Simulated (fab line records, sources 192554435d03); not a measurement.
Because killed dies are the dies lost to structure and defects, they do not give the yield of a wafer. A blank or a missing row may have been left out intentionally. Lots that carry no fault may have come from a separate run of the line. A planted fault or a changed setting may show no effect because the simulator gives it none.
fab line records	flow n5-finfet
record: lots: 5	wafers: 15	last-day: 18
route steps=1938 shown BEOL_M5@1135
lots with no fault: from the same line, run without faults
start-h: hours from the record's opening day to when the first of the lot's shown wafers began	wait-h: hours elapsed since this lot's preceding step	" unchanged from the row above	L1.1+2: a single row standing in for several wafers	- either no value or no given start	* or withheld: withheld	< > ~ a bound
route shown NAME@n: NAME is a module with steps in the file, n the number in the route of the first one	usual: mean and standard deviation over wafers with no fault	same: alike in all rows	chamber/n: place in a boat	sites: the reading at each site	_std_site: their standard deviation	_edge_site: the outer-site mean with the inner-site mean subtracted	radius-mm: for every site, how far away it sits from the centre of the wafer	mask NAME#n: copy n	behind: the last tool/chamber to shape the wafer	hold: the reason the lot was held/the length of the hold in hours/how it ended	device: which transistor (n, p or np) failed to switch	end of line: the route-end tests of the same wafers	a step without rows: its recipe alone	killed: count of dies lost to structure and defects at first sort (not the wafer's yield)	map: a wafer's dies, x killed, . not, _ none there
set.NAME: the setting that was run; set.NAME@STEP: the one run at that earlier step	model.NAME: the simulator's own value behind a step, which no gauge read
lots at selected steps of the route; one table per step, one row per wafer
services: from which hour (start-h, from the record's first day; less than 0 if before it) a tool's chamber was out of use, for how many hours, and why
== steps ==
step: N5_BEOL_M5_STRIP_64
recipe: chemistry: CF4	resist: SiARC	power-w: 300	bias-power-w: 75	pressure-mtorr: 50	cf4-flow-sccm: 150	rf-frequency-hz: 6e+07
usual: bias-power-w: 75.03/0.21	drypump-motor-current-A: 5.8/0.32	oes-product-au: 0.79/0.085	rf-vpp-V: 271.4/1.5	showerhead-plenum-p-Torr: 1.80/0.06	throttle-valve-pct: 13.55/0.27
lot.wafer	tool	chamber	start-h	wait-h	bias-power-w	drypump-motor-current-A	oes-product-au	rf-hours-counter-h	rf-vpp-V	showerhead-plenum-p-Torr	throttle-valve-pct
L081.1	rie-diel-04	3	229.74	0.0	75.20	5.7	0.82	74	272.8	1.88	13.40
L081.3	"	1	"	"	75.42	5.6	0.71	182	272.3	1.85	13.75
L081.4	"	2	"	"	75.01	6.0	0.91	17	273.3	1.83	13.41
L087.1	rie-diel-06	1	262.84	0.0	74.95	5.9	0.73	170	269.7	1.73	13.84
L087.2	"	3	"	"	74.86	6.4	0.68	227	271.5	1.70	13.47
L087.4	"	0	"	"	74.74	5.5	0.68	235	272.2	1.84	14.16
L090.2	rie-diel-04	0	275.24	0.0	75.02	5.8	0.83	60	269.8	1.76	13.22
L090.5	"	1	"	"	75.23	5.7	0.70	-	272.6	1.85	13.79
L090.6	"	0	"	"	75.26	5.7	0.83	-	269.8	1.76	13.22
L093.2	rie-diel-03	0	305.06	0.0	75.02	5.5	0.89	21	272.8	1.84	13.16
L093.4	"	3	"	"	75.18	6.6	0.76	126	271.0	1.73	13.67
L093.6	"	0	"	"	75.20	5.6	0.89	-	274.4	1.84	13.15
L096.1	rie-diel-03	3	323.44	0.0	75.03	6.6	0.76	131	270.1	1.73	13.68
L096.4	"	1	"	"	74.74	5.9	0.69	243	270.9	1.77	13.75
L096.6	"	3	"	"	75.11	6.6	0.76	-	270.6	1.73	13.67
step: N5_BEOL_M5_HM_OPEN_17
recipe: chemistry: Cl2/BCl3	target-depth-a: 200	overetch-a: 60	target: TiN	mask-material: SOC	ion-energy-ev: 150	pressure-mtorr: 10	icp-w: 1000	bias-w: 126	Cl2_flow_sccm: 53.25	bcl3-flow-sccm: 21.75	Ar_flow_sccm: 25
usual: bcl3-flow-sccm: 21.76/0.059	drypump-motor-current-A: 5.3/0.47	mfc-cl2-sccm: 53.25/0.17	oes_ar_750_au: 0.74/0.094	oes-product-au: 0.64/0.08	throttle-valve-pct: 22.13/0.23
lot.wafer	tool	chamber	start-h	wait-h	bcl3-flow-sccm	drypump-motor-current-A	mfc-cl2-sccm	oes_ar_750_au	oes-product-au	rf-hours-counter-h	throttle-valve-pct
L081.1	rie-metal-03	0	229.79	0.0	21.67	4.9	53.39	0.84	0.73	19	21.84
L081.3	"	0	"	"	21.73	4.9	53.36	0.84	0.74	-	21.85
L081.4	"	1	"	"	21.69	4.9	53.13	0.66	0.58	-	22.35
L087.1	rie-metal-02	1	262.88	0.0	21.79	5.6	53.51	0.87	0.75	12	22.05
L087.2	"	0	"	"	21.87	5.4	53.50	0.62	0.55	111	22.47
L087.4	"	0	"	"	21.84	5.3	53.33	0.62	0.55	-	22.44
L090.2	rie-metal-02	0	275.29	0.0	21.74	5.3	53.71	0.62	0.54	112	22.46
L090.5	"	0	"	"	21.77	5.3	53.52	0.62	0.54	-	22.47
L090.6	"	1	"	"	21.83	5.6	53.38	0.85	0.73	-	22.05
L093.2	rie-metal-03	0	305.10	0.0	21.86	4.9	53.49	0.82	0.70	26	21.88
L093.4	"	1	"	"	21.87	4.9	53.09	0.66	0.56	-	22.37
L093.6	"	0	"	"	21.77	4.9	53.39	0.82	0.71	-	21.88
L096.1	rie-metal-03	1	323.48	0.0	21.87	4.9	53.17	0.66	0.55	95	22.36
L096.4	"	1	"	"	21.83	4.9	53.07	0.65	0.55	-	22.39
L096.6	"	0	"	"	21.75	4.9	53.27	0.81	0.70	-	21.89
step: N5_BEOL_M5_STRIP_19
recipe: chemistry: O2	power-w: 400	temp-c: 40	pressure-mtorr: 30	rf-frequency-hz: 6e+07	bias-power-w: 0	overash-fraction: 0.2	o2-flow-sccm: 225
usual: drypump-motor-current-A: 5.80/0.29	oes-product-au: 0.80/0.087	rf-vpp-V: 3.7/0.52	showerhead-plenum-p-Torr: 2.11/0.077	throttle-valve-pct: 16.66/0.25
same: bias-power-w: 0
lot.wafer	tool	chamber	start-h	wait-h	drypump-motor-current-A	oes-product-au	rf-hours-counter-h	rf-vpp-V	showerhead-plenum-p-Torr	throttle-valve-pct
L081.1	rie-diel-04	3	229.90	0.1	5.73	0.85	74	3.7	2.21	16.53
L081.3	"	2	"	"	6.02	0.95	17	3.4	2.15	16.61
L081.4	"	1	"	"	5.65	0.73	182	4.4	2.18	16.86
L087.1	rie-diel-06	2	263.00	0.1	5.44	0.73	179	2.8	2.00	16.91
L087.2	"	0	"	"	5.51	0.68	235	4.0	2.15	17.22
L087.4	"	3	"	"	6.36	0.69	227	2.9	1.99	16.54
L090.2	rie-diel-04	0	275.45	0.1	5.74	0.85	60	3.3	2.04	16.29
L090.5	"	3	"	"	5.70	0.81	-	3.6	2.21	16.57
L090.6	"	2	"	"	6.05	0.90	-	3.3	2.15	16.62
L093.2	rie-diel-04	3	305.36	0.2	5.70	0.81	97	4.4	2.20	16.58
L093.4	"	0	"	"	5.74	0.84	69	4.1	2.04	16.28
L093.6	"	1	"	"	5.66	0.71	-	3.7	2.17	16.91
L096.1	rie-diel-04	0	323.60	0.1	5.77	0.83	75	3.2	2.04	16.30
L096.4	"	3	"	"	5.71	0.81	104	3.8	2.20	16.58
L096.6	"	3	"	"	5.73	0.81	-	4.5	2.20	16.59
step: N5_BEOL_M5_CD_MEAS_18
recipe: pitch-nm: 56	target-cd-nm: 28
usual: cd-nm: 28.12/0.27
lot.wafer	tool	chamber	start-h	wait-h	cd-nm
L081.1	cd-sem-02	-	229.97	0.0	28.21
L081.3	"	-	"	"	27.91
L081.4	"	-	"	"	27.95
L087.1	cd-sem-01	-	263.06	0.0	28.46
L087.2	"	-	"	"	28.30
L087.4	"	-	"	"	28.36
L090.2	cd-sem-03	-	275.52	0.1	28.00
L090.5	"	-	"	"	28.19
L090.6	"	-	"	"	27.94
L093.2	cd-sem-01	-	305.43	0.1	28.44
L093.4	"	-	"	"	28.29
L093.6	"	-	"	"	28.17
L096.1	cd-sem-01	-	323.67	0.0	28.23
L096.4	"	-	"	"	28.20
L096.6	"	-	"	"	27.89
step: N5_BEOL_M5_COAT_65
recipe: resist: SOC	temp-c: 250	time-s: 60	spin-rpm: 1500	resist-thk-nm: 60
lot.wafer	tool	chamber	start-h	wait-h
L081.1+3+4	litho-track-03	0	230.07	0.1
L087.1+2+4	litho-track-05	0	264.38	1.3
L090.2+5+6	litho-track-05	0	275.58	0.1
L093.2+4+6	litho-track-04	0	305.88	0.4
L096.1+4+6	litho-track-03	0	325.73	2.1
step: N5_BEOL_M5_COAT_66
recipe: resist: SiARC	temp-c: 220	time-s: 60	spin-rpm: 1500	resist-thk-nm: 12
lot.wafer	tool	chamber	start-h	wait-h
L081.1+3+4	litho-track-03	0	-	-
L087.1+2+4	litho-track-05	0	-	-
L090.2+5+6	litho-track-05	0	-	-
L093.2+4+6	litho-track-04	0	-	-
L096.1+4+6	litho-track-03	0	-	-
step: N5_BEOL_M5_COAT_74
recipe: resist: underlayer	temp-c: 205	time-s: 60	spin-rpm: 1500	resist-thk-nm: 5
lot.wafer	tool	chamber	start-h	wait-h
L081.1+3+4	litho-track-03	0	-	-
L087.1+2+4	litho-track-05	0	-	-
L090.2+5+6	litho-track-05	0	-	-
L093.2+4+6	litho-track-04	0	-	-
L096.1+4+6	litho-track-03	0	-	-
step: N5_BEOL_M5_COAT_22
recipe: resist: CAR-EUV	spin-rpm: 1500	resist-thk-nm: 30
lot.wafer	tool	chamber	start-h	wait-h
L081.1+3+4	litho-track-03	0	-	-
L087.1+2+4	litho-track-05	0	-	-
L090.2+5+6	litho-track-05	0	-	-
L093.2+4+6	litho-track-04	0	-	-
L096.1+4+6	litho-track-03	0	-	-
step: N5_BEOL_M5_EBR_24
recipe: solvent: PGMEA	ebr-width-mm: 1.5
lot.wafer	tool	chamber	start-h	wait-h
L081.1+3+4	litho-track-03	0	-	-
L087.1+2+4	litho-track-05	0	-	-
L090.2+5+6	litho-track-05	0	-	-
L093.2+4+6	litho-track-04	0	-	-
L096.1+4+6	litho-track-03	0	-	-
step: N5_BEOL_M5_SOFTBAKE_23
recipe: temp-c: 110	time-s: 60	resist: CAR-EUV
lot.wafer	tool	chamber	start-h	wait-h
L081.1+3+4	litho-track-03	0	-	-
L087.1+2+4	litho-track-05	0	-	-
L090.2+5+6	litho-track-05	0	-	-
L093.2+4+6	litho-track-04	0	-	-
L096.1+4+6	litho-track-03	0	-	-
step: N5_BEOL_M5_EXPOSE_25
recipe: mask-id: V4	na: 0.33	source-shape: quasar	sigma-inner: 0.2	sigma-outer: 0.6	polarization: unpolarized	defocus-nm: 10	dose-mj: 52.75
lot.wafer	tool	chamber	start-h	wait-h	mask
L081.1+3+4	euv-scanner-02	0	230.33	-	V4#0
L087.1+2+4	euv-scanner-02	0	264.72	-	V4#0
L090.2+5+6	euv-scanner-01	0	275.85	-	V4#0
L093.2+4+6	euv-scanner-01	0	306.07	-	V4#0
L096.1+4+6	euv-scanner-01	0	325.87	-	V4#0
step: N5_BEOL_M5_PEB_26
recipe: peb-temp-c: 100	peb-time-s: 60	resist: CAR-EUV
lot.wafer	tool	chamber	start-h	wait-h
L081.1+3+4	litho-track-04	0	230.40	0.1
L087.1+2+4	litho-track-03	0	264.80	0.1
L090.2+5+6	litho-track-05	0	275.91	0.1
L093.2+4+6	litho-track-04	0	306.13	0.1
L096.1+4+6	litho-track-03	0	325.94	0.1
step: N5_BEOL_M5_DEVELOP_27
recipe: develop-time-s: 30	developer: TMAH	resist: CAR-EUV	rinse-liquid: surfactant-rinse	dry: air-spin	dev-temp-c: 23
lot.wafer	tool	chamber	start-h	wait-h
L081.1+3+4	litho-track-04	0	-	-
L087.1+2+4	litho-track-03	0	-	-
L090.2+5+6	litho-track-05	0	-	-
L093.2+4+6	litho-track-04	0	-	-
L096.1+4+6	litho-track-03	0	-	-
step: N5_BEOL_M5_CD_MEAS_28
recipe: target-cd-nm: 30.6	landing-energy-ev: 500	detector: se-inlens	target-cd-y-nm: 20	polarity: opening
usual: cd-nm: 30.61/0.25
lot.wafer	tool	chamber	start-h	wait-h	cd-nm
L081.1	cd-sem-01	0	230.47	-	30.42
L081.3	"	0	"	"	30.27
L081.4	"	0	"	"	30.56
L087.1	cd-sem-03	0	264.87	-	30.61
L087.2	"	0	"	"	30.46
L087.4	"	0	"	"	31.03
L090.2	cd-sem-03	0	275.98	-	30.58
L090.5	"	0	"	"	30.67
L090.6	"	0	"	"	30.49
L093.2	cd-sem-01	0	306.20	-	30.50
L093.4	"	0	"	"	30.17
L093.6	"	0	"	"	30.78
L096.1	cd-sem-03	0	326.01	-	30.61
L096.4	"	0	"	"	30.17
L096.6	"	0	"	"	30.60
step: N5_BEOL_M5_OVL_MEAS_29
recipe: points-per-wafer: 522
usual: V4_OVL: 0.0/0.62
lot.wafer	tool	chamber	start-h	wait-h	V4_OVL[nm]
L081.1	overlay-01	0	230.50	0.0	0.0
L081.3	"	0	"	"	0.1
L081.4	"	0	"	"	1.1
L087.1	overlay-01	0	264.90	0.0	0.7
L087.2	"	0	"	"	-0.3
L087.4	"	0	"	"	0.3
L090.2	overlay-02	0	276.01	0.0	-0.8
L090.5	"	0	"	"	-1.5
L090.6	"	0	"	"	0.2
L093.2	overlay-02	0	306.24	0.0	-0.4
L093.4	"	0	"	"	-0.3
L093.6	"	0	"	"	0.1
L096.1	overlay-01	0	326.04	0.0	0.5
L096.4	"	0	"	"	0.3
L096.6	"	0	"	"	0.3
step: N5_BEOL_M5_INSPECT_30
recipe: mode: adi	inspect-instrument: brightfield
usual: raw-defect-count: 416/97
lot.wafer	tool	chamber	start-h	wait-h	raw-defect-count
L081.1	defect-inspect-02	-	230.56	0.1	379
L081.3	"	-	"	"	301
L081.4	"	-	"	"	371
L087.1	defect-inspect-02	-	264.96	0.1	273
L087.2	"	-	"	"	308
L087.4	"	-	"	"	341
L090.2	defect-inspect-02	-	276.07	0.0	407
L090.5	"	-	"	"	562
L090.6	"	-	"	"	454
L093.2	defect-inspect-01	-	306.29	0.0	385
L093.4	"	-	"	"	341
L093.6	"	-	"	"	633
L096.1	defect-inspect-01	-	326.10	0.1	473
L096.4	"	-	"	"	507
L096.6	"	-	"	"	809
step: N5_BEOL_M5_DESCUM_33
recipe: chemistry: O2	time-s: 7	source-power-w: 50	bias-power-w: 20	pressure-mtorr: 20	rf-frequency-hz: 2.712e+07	temp-c: 40	resist: CAR-EUV	o2-flow-sccm: 225
usual: bias-power-w: 20.01/0.057	drypump-motor-current-A: 5.8/0.34	oes-product-au: 0.79/0.09	rf-vpp-V: 243.0/1.5	showerhead-plenum-p-Torr: 2.09/0.076	throttle-valve-pct: 20.45/0.25
lot.wafer	tool	chamber	start-h	wait-h	bias-power-w	drypump-motor-current-A	oes-product-au	rf-hours-counter-h	rf-vpp-V	showerhead-plenum-p-Torr	throttle-valve-pct
L081.1	rie-diel-04	3	230.59	0.0	20.00	5.7	0.84	74	245.4	2.21	20.28
L081.3	"	2	"	"	19.96	6.0	0.93	17	245.1	2.15	20.41
L081.4	"	0	"	"	19.91	5.8	0.86	45	242.9	2.05	20.00
L087.1	rie-diel-06	3	264.99	0.0	20.06	6.4	0.69	228	240.5	1.99	20.27
L087.2	"	1	"	"	19.97	5.9	0.74	170	241.2	2.00	20.61
L087.4	"	0	"	"	20.03	5.5	0.68	235	244.0	2.15	20.97
L090.2	rie-diel-03	1	276.10	0.0	20.01	5.9	0.70	229	242.0	2.07	20.45
L090.5	"	0	"	"	20.05	5.6	0.94	-	243.9	2.15	20.04
L090.6	"	1	"	"	20.01	5.9	0.70	-	243.2	2.07	20.46
L093.2	rie-diel-06	2	306.54	0.2	20.07	5.5	0.72	192	240.9	1.99	20.68
L093.4	"	0	"	"	20.00	5.5	0.67	247	245.5	2.15	21.01
L093.6	"	1	"	"	20.06	5.9	0.73	-	241.3	1.99	20.62
L096.1	rie-diel-03	2	326.13	0.0	20.03	5.2	0.86	58	243.5	2.13	20.48
L096.4	"	1	"	"	19.97	5.9	0.69	244	243.1	2.06	20.49
L096.6	"	2	"	"	19.98	5.2	0.86	-	242.8	2.13	20.48
step: N5_BEOL_M5_ETCH_75
recipe: chemistry: N2/H2	target: underlayer	target-depth-a: 65	mask-material: CAR-EUV	time-s: 5.2	ion-energy-ev: 200	pressure-mtorr: 30	source-w: 840	bias-w: 150	n2-flow-sccm: 200	h2-flow-sccm: 200	ends: cleared
usual: drypump-motor-current-A: 5.8/0.34	etch-rf-on-time-s: 5.17/0.09	oes-product-au: 0.67/0.077	rf-vpp-V: 523.6/2.8	showerhead-plenum-p-Torr: 2.54/0.09	throttle-valve-pct: 17.88/0.29
lot.wafer	tool	chamber	start-h	wait-h	drypump-motor-current-A	etch-rf-on-time-s	oes-product-au	rf-hours-counter-h	rf-vpp-V	showerhead-plenum-p-Torr	throttle-valve-pct
L081.1	rie-diel-04	3	230.63	0.0	5.8	5.09	0.72	74	528.1	2.69	17.73
L081.3	"	2	"	"	6.1	5.09	0.80	17	524.3	2.60	17.84
L081.4	"	0	"	"	5.8	5.14	0.74	45	520.1	2.49	17.43
L087.1	rie-diel-06	3	265.02	0.0	6.4	5.07	0.59	228	520.5	2.41	17.61
L087.2	"	1	"	"	5.9	5.13	0.63	170	520.5	2.43	18.13
L087.4	"	0	"	"	5.5	5.20	0.57	235	524.9	2.62	18.51
L090.2	rie-diel-03	1	276.13	0.0	5.9	5.20	0.60	229	523.2	2.50	17.97
L090.5	"	0	"	"	5.6	5.04	0.80	-	525.9	2.61	17.40
L090.6	"	1	"	"	5.9	5.27	0.60	-	522.7	2.50	17.92
L093.2	rie-diel-06	2	306.57	0.0	5.5	5.33	0.61	192	520.6	2.43	18.25
L093.4	"	0	"	"	5.5	5.30	0.57	247	525.2	2.61	18.50
L093.6	"	1	"	"	5.9	5.13	0.62	-	520.4	2.43	18.15
L096.1	rie-diel-03	2	326.17	0.0	5.2	5.24	0.73	58	525.9	2.58	17.88
L096.4	"	1	"	"	5.9	5.42	0.58	244	523.2	2.50	17.97
L096.6	"	2	"	"	5.2	5.30	0.74	-	522.6	2.59	17.85
step: N5_BEOL_M5_ETCH_67
recipe: chemistry: CF4	target: SiARC	target-depth-a: 156	mask-material: CAR-EUV	time-s: 26	ion-energy-ev: 80	pressure-mtorr: 40	source-w: 545	bias-w: 36	Ar_flow_sccm: 100	cf4-flow-sccm: 100	ends: cleared
usual: drypump-motor-current-A: 5.8/0.35	etch-rf-on-time-s: 25.9/0.51	oes-product-au: 0.67/0.076	rf-vpp-V: 184.0/1.2	showerhead-plenum-p-Torr: 2.14/0.071	throttle-valve-pct: 15.62/0.27
lot.wafer	tool	chamber	start-h	wait-h	drypump-motor-current-A	etch-rf-on-time-s	oes-product-au	rf-hours-counter-h	rf-vpp-V	showerhead-plenum-p-Torr	throttle-valve-pct
L081.1	rie-diel-04	3	230.64	0.0	5.7	25.8	0.71	74	185.1	2.25	15.45
L081.3	"	2	"	"	6.1	25.8	0.79	17	184.9	2.18	15.44
L081.4	"	0	"	"	5.8	25.9	0.74	45	182.4	2.10	15.21
L087.1	rie-diel-06	3	265.04	0.0	6.4	25.9	0.59	228	183.3	2.03	15.45
L087.2	"	1	"	"	5.9	25.6	0.63	170	183.2	2.06	15.83
L087.4	"	0	"	"	5.5	26.1	0.58	235	184.5	2.20	16.18
L090.2	rie-diel-03	1	276.15	0.0	5.9	26.3	0.60	229	182.8	2.12	15.73
L090.5	"	0	"	"	5.6	25.4	0.80	-	186.1	2.19	15.17
L090.6	"	1	"	"	5.9	26.5	0.60	-	183.4	2.12	15.73
L093.2	rie-diel-06	2	306.59	0.0	5.5	26.8	0.60	192	183.2	2.05	15.91
L093.4	"	0	"	"	5.5	26.4	0.57	247	184.4	2.20	16.22
L093.6	"	1	"	"	5.9	25.9	0.62	-	182.0	2.05	15.87
L096.1	rie-diel-03	2	326.18	0.0	5.2	26.4	0.73	58	184.8	2.17	15.54
L096.4	"	1	"	"	5.9	26.8	0.59	244	182.4	2.11	15.73
L096.6	"	2	"	"	5.2	26.2	0.73	-	184.7	2.17	15.53
step: N5_BEOL_M5_ETCH_68
recipe: chemistry: N2/H2	target: SOC	target-depth-a: 800	overetch-a: 160	mask-material: SiARC	temp-c: 40	time-s: 120	ion-energy-ev: 200	pressure-mtorr: 30	source-w: 840	bias-w: 150	n2-flow-sccm: 200	h2-flow-sccm: 200
usual: drypump-motor-current-A: 5.8/0.34	oes-product-au: 0.60/0.064	rf-vpp-V: 523.6/2.7	showerhead-plenum-p-Torr: 2.54/0.09	throttle-valve-pct: 17.84/0.29
lot.wafer	tool	chamber	start-h	wait-h	drypump-motor-current-A	oes-product-au	rf-hours-counter-h	rf-vpp-V	showerhead-plenum-p-Torr	throttle-valve-pct
L081.1	rie-diel-04	3	230.67	0.0	5.7	0.64	74	527.0	2.69	17.69
L081.3	"	2	"	"	6.1	0.70	17	526.2	2.60	17.81
L081.4	"	0	"	"	5.7	0.65	45	522.9	2.49	17.37
L087.1	rie-diel-06	3	265.07	0.0	6.4	0.53	228	520.5	2.41	17.60
L087.2	"	1	"	"	5.9	0.56	170	521.7	2.43	18.08
L087.4	"	0	"	"	5.5	0.53	235	527.3	2.62	18.47
L090.2	rie-diel-03	1	276.18	0.0	5.9	0.53	229	522.9	2.50	17.90
L090.5	"	0	"	"	5.6	0.70	-	524.9	2.60	17.34
L090.6	"	1	"	"	5.9	0.54	-	522.1	2.50	17.91
L093.2	rie-diel-06	2	306.62	0.0	5.5	0.56	192	520.4	2.43	18.21
L093.4	"	0	"	"	5.5	0.52	247	525.3	2.61	18.47
L093.6	"	1	"	"	6.0	0.56	-	522.3	2.43	18.11
L096.1	rie-diel-03	2	326.21	0.0	5.2	0.66	58	523.6	2.59	17.82
L096.4	"	1	"	"	5.9	0.53	244	522.5	2.50	17.94
L096.6	"	2	"	"	5.2	0.66	-	525.4	2.59	17.81
step: N5_BEOL_M5_STRIP_69
recipe: chemistry: N2/H2	temp-c: 40	n2-flow-sccm: 200	h2-flow-sccm: 200	rf-frequency-hz: 6e+07
lot.wafer	tool	chamber	start-h	wait-h
L081.1+3+4	rie-diel-04	3,2,0	230.75	0.0
L087.1+2+4	rie-diel-06	3,1,0	265.15	0.0
L090.2+5+6	rie-diel-03	1,0,1	276.26	0.0
L093.2+4+6	rie-diel-06	2,0,1	306.70	0.0
L096.1+4+6	rie-diel-03	2,1,2	326.29	0.0
== services ==
tool	chamber	start-h	hours	kind
rie-diel-04	-	207.32	0.2	repair
euv-scanner-01	0	223.12	-	calibration
rie-diel-03	0	226.00	-	clean
rie-diel-03	0	226.00	-	consumable-replace:focus-ring
rie-diel-03	0	226.00	14.0	scheduled-down
rie-diel-03	0	226.00	14.0	vent-cycle
euv-scanner-01	-	234.35	1.0	pm
litho-track-04	-	236.92	-	consumable-replace:filter
euv-scanner-02	-	238.50	1.0	pm
euv-scanner-02	-	250.18	4.6	pm
litho-track-04	-	262.00	-	consumable-replace:filter
euv-scanner-01	-	263.56	5.8	pm
rie-diel-03	3	274.63	5.6	repair
euv-scanner-02	-	287.37	0.2	repair
euv-scanner-02	-	289.40	12.0	pm
euv-scanner-01	-	301.40	1.0	pm
euv-scanner-02	-	302.41	1.0	pm
rie-metal-02	0	304.19	-	clean
rie-metal-02	0	304.19	18.9	scheduled-down
rie-diel-06	0	315.95	-	clean
rie-diel-06	0	315.95	-	consumable-replace:focus-ring
rie-diel-06	0	315.95	21.4	scheduled-down
rie-diel-06	0	315.95	21.4	vent-cycle
euv-scanner-01	-	317.38	4.6	pm
== key ==
fault none
